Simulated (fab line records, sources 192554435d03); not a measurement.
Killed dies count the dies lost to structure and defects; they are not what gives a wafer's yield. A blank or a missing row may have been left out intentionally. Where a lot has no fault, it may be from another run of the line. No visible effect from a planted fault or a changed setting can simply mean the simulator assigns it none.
Chamber matching + flow n5 finfet + rie diel-06 running N5_BEOL_M15_ETCH_61: 4 sister chambers
The step etches BARC in N2/H2, target depth 89 nm, overetch 26.7 nm, time 67.9 s. 4 wafers are shown with their chamber, then 12 later ones without.

WAFERS, EACH WITH ITS CHAMBER
| wafer  | chamber | drypump motor current A (A) |
|--------|---------|-----------------------------|
| L079.5 | 3       | 5.78                        |
| L086.2 | 2       | 6.04                        |
| L087.4 | 0       | 5.78                        |
| L087.6 | 1       | 6.49                        |

WAFERS WHOSE CHAMBER IS MISSING
| wafer  | drypump motor current A (A) |
|--------|-----------------------------|
| L091.4 | 5.81                        |
| L091.5 | 5.79                        |
| L091.6 | 5.77                        |
| L090.2 | 5.78                        |
| L090.5 | 6.49                        |
| L090.6 | 6.04                        |
| L093.3 | 5.77                        |
| L093.5 | 6.02                        |
| L093.6 | 6.56                        |
| L097.1 | 5.78                        |
| L097.2 | 6.50                        |
| L097.6 | 5.79                        |

CHAMBER TAKEN BY EACH
| wafer  | from the rows above     | in truth |
|--------|-------------------------|----------|
| L091.4 | can't be placed: 0 or 3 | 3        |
| L091.5 | can't be placed: 0 or 3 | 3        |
| L091.6 | can't be placed: 0 or 3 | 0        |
| L090.2 | can't be placed: 0 or 3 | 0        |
| L090.5 | 1                       | 1        |
| L090.6 | 2                       | 2        |
| L093.3 | can't be placed: 0 or 3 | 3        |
| L093.5 | 2                       | 2        |
| L093.6 | 1                       | 1        |
| L097.1 | can't be placed: 0 or 3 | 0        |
| L097.2 | 1                       | 1        |
| L097.6 | can't be placed: 0 or 3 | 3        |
5 of 12 placed correctly. Cannot be placed on the basis of these rows: 7; the candidates contain the true chamber in 7. Placed wrongly: 0.
How it was worked out, from the rows above alone: a wafer's distance from a chamber is the root of the sum, over the readings, of the square of ((its reading less the chamber's mean) divided by the reading's scatter). The wafer belongs to the nearest chamber; if the next one is less than 2 further off, it can't be placed. A chamber's mean is the mean of its shown wafers. The scatter: with one shown wafer a chamber, the root of the mean of the squares of how far each hidden wafer lies from its nearest shown one.
